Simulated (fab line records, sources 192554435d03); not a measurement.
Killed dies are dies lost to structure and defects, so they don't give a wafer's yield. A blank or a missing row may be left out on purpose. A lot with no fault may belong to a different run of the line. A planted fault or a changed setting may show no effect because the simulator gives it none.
Split-lot study -- flow n5 finfet -- 7 lots, 39 wafers read, on a route of 1938 steps

## ABOUT THE SPLIT
At N5_BEOL_M4_TRENCH_ETCH_37 (etches SiOC in C4F6/O2, target depth 55.555 nm, time 29.2 s), the setting time s was moved away from the recipe's 29.2 s on 18 of the 39 wafers read, by -52.3% to +55.4%. The other wafers ran this setting at the recipe's value.

## FROM THE SPLIT TO THE READING: what the file shows between them, 8 steps
- N5_BEOL_M4_ETCH_41: etches SiCN in CH3F/O2, target depth 29.9 nm, time 52.5 s
- N5_BEOL_M4_STRIP_97: strips in N2/H2, time 10 s
- N5_BEOL_M4_OCD_MEAS_38
- N5_BEOL_M4_HM_STRIP_39: strips TiN in peroxide tin strip, target depth 25 nm, time 158 s
- N5_BEOL_M4_SRD_40: time 30 s
- N5_BEOL_M4_ECD_50: material Cu, target thk 300 nm
- N5_BEOL_M4_ANNEAL_51: time 90 s
- N5_BEOL_M4_CMP_52: polishes, stops on SiOC, t overpolish 6.8 s, target thk 40 nm

## THE READING
M4_THK, in nm, at N5_BEOL_M4_THK_MEAS_53 (measures by xrf). A value of 40.3 nm with a standard deviation of 1.9 nm is what fault-free wafers of this fab line usually give.

wafer,"tool, chamber at the split","time s as run, s",against the recipe,"M4_THK, nm",against lot-mates on the recipe
L079.1,"rie diel-01, 1",29.2,recipe,40.1,-
L079.2,"rie diel-01, 2",29.2,recipe,39.1,-
L079.3,"rie diel-01, 0",45.38,+55.4%,70.3,+29.8
L079.4,"rie diel-01, 3",45.38,+55.4%,70.1,+29.6
L079.5,"rie diel-01, 2",29.2,recipe,42.3,-
L079.6,"rie diel-01, 3",45.38,+55.4%,69.2,+28.7
L081.1,"rie diel-01, 2",29.2,recipe,38.8,-
L081.4,"rie diel-01, 3",29.2,recipe,38.3,-
L081.6,"rie diel-01, 0",29.2,recipe,39.6,-
L087.1,"rie diel-03, 2",29.2,recipe,43.3,-
L087.2,"rie diel-03, 1",19.15,-34.4%,24.4,-17.1
L087.3,"rie diel-03, 3",19.15,-34.4%,19.5,-22.0
L087.4,"rie diel-03, 0",29.2,recipe,40.3,-
L087.5,"rie diel-03, 2",19.15,-34.4%,22.7,-18.8
L087.6,"rie diel-03, 3",29.2,recipe,40.8,-
L088.1,"rie diel-03, 0",29.2,recipe,37.9,-
L088.2,"rie diel-03, 1",29.2,recipe,40.7,-
L088.3,"rie diel-03, 2",13.93,-52.3%,11.0,-29.3
L088.4,"rie diel-03, 3",13.93,-52.3%,11.8,-28.5
L088.5,"rie diel-03, 1",29.2,recipe,42.2,-
L088.6,"rie diel-03, 0",13.93,-52.3%,11.5,-28.8
L089.1,"rie diel-01, 0",17.07,-41.5%,18.1,-23.6
L089.2,"rie diel-01, 2",29.2,recipe,41.9,-
L089.3,"rie diel-01, 3",17.07,-41.5%,16.3,-25.4
L089.4,"rie diel-01, 1",17.07,-41.5%,18.0,-23.7
L089.5,"rie diel-01, 2",29.2,recipe,42.1,-
L089.6,"rie diel-01, 3",29.2,recipe,41.2,-
L092.1,"rie diel-03, 0",29.2,recipe,37.6,-
L092.2,"rie diel-03, 3",23.49,-19.6%,27.4,-13.0
L092.3,"rie diel-03, 2",23.49,-19.6%,31.0,-9.4
L092.4,"rie diel-03, 1",29.2,recipe,43.0,-
L092.5,"rie diel-03, 1",23.49,-19.6%,32.3,-8.1
L092.6,"rie diel-03, 2",29.2,recipe,40.6,-
L094.1,"rie diel-01, 1",39.01,+33.6%,57.5,+17.2
L094.2,"rie diel-01, 0",29.2,recipe,40.7,-
L094.3,"rie diel-01, 2",39.01,+33.6%,56.0,+15.7
L094.4,"rie diel-01, 3",29.2,recipe,39.8,-
L094.5,"rie diel-01, 3",29.2,recipe,40.4,-
L094.6,"rie diel-01, 0",39.01,+33.6%,58.3,+18.0

FIT RESULTS
A straight line over all 39 wafers: M4_THK changes by +0.536 nm for each +1% of time s; r = +0.99; the points scatter about the line by 1.6 nm.
The same after taking each lot's own level away (the mean of its wafers on the recipe; 39 wafers): +0.543 nm for each +1%; r = +1.00; scatter 1.5 nm.
On that fit, the largest move of time s shifts the reading by 30 nm.
The lots' own levels span 38.90 to 41.73 nm, that is 1.5 times the standard deviation above.
The two slopes are in agreement: the lot-to-lot level therefore moves the slope only a little.
Check: +29.8 nm against its lot-mates is what the line predicts for one of the wafers moved furthest among these (+55.4%) when that wafer is left out of the fit. Against them it came out at +29.8 nm.

## THESE WAFERS: OTHER SPLITS
Note: prior to the reading, these wafers also went through further splits. Each is held against what the fit with the lots' levels taken away leaves over:
other split on the same wafers,wafers away from the commonest value,r with M4_THK (lot level and that fit taken away)
N5_BEOL_M0_SAQP_SPACER2_ALD_26 target thk a,15,-0.12

## THE WHOLE CHAIN: every reading that the file lists as answering this split, in the file's order
step,what it does,reading,change (the file's fit),r (the file's)
N5_BEOL_M4_TRENCH_ETCH_37,"etches SiOC in C4F6/O2, target depth 55.555 nm, time 29.2 s","BEOL_M4.feature depth nm (the simulator's own value, which no gauge read)",+0.562 nm for each +1% of the setting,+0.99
N5_BEOL_M4_TRENCH_ETCH_37,"etches SiOC in C4F6/O2, target depth 55.555 nm, time 29.2 s","etch.depth nm (the simulator's own value, which no gauge read)",+0.562 nm for each +1% of the setting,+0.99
N5_BEOL_M4_TRENCH_ETCH_37,"etches SiOC in C4F6/O2, target depth 55.555 nm, time 29.2 s","TiN_of_BEOL_M4_HM_DEP_02.thk nm (the simulator's own value, which no gauge read)",-0.0229 nm for each +1% of the setting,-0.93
N5_BEOL_M4_OCD_MEAS_38,,trench depth nm,+0.56 nm for each +1% of the setting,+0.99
N5_BEOL_M4_CMP_52,"polishes, stops on SiOC, t overpolish 6.8 s, target thk 40 nm","Cu_of_BEOL_M4_ECD_50.thk nm (the simulator's own value, which no gauge read)",+0.543 nm for each +1% of the setting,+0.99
N5_BEOL_M4_THK_MEAS_53,measures by xrf,M4_THK,+0.545 for each +1% of the setting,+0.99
N5_BEOL_M4_RS_MEAS_58,measures by four-point-probe,M4_RS,"not straight: 3.78 at the lowest setting, 0.66 at the recipe, 0.34 at the highest",not given

## FILE'S OWN FIT
M4_THK changes by +0.545 nm for each +1% of time s, r = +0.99.
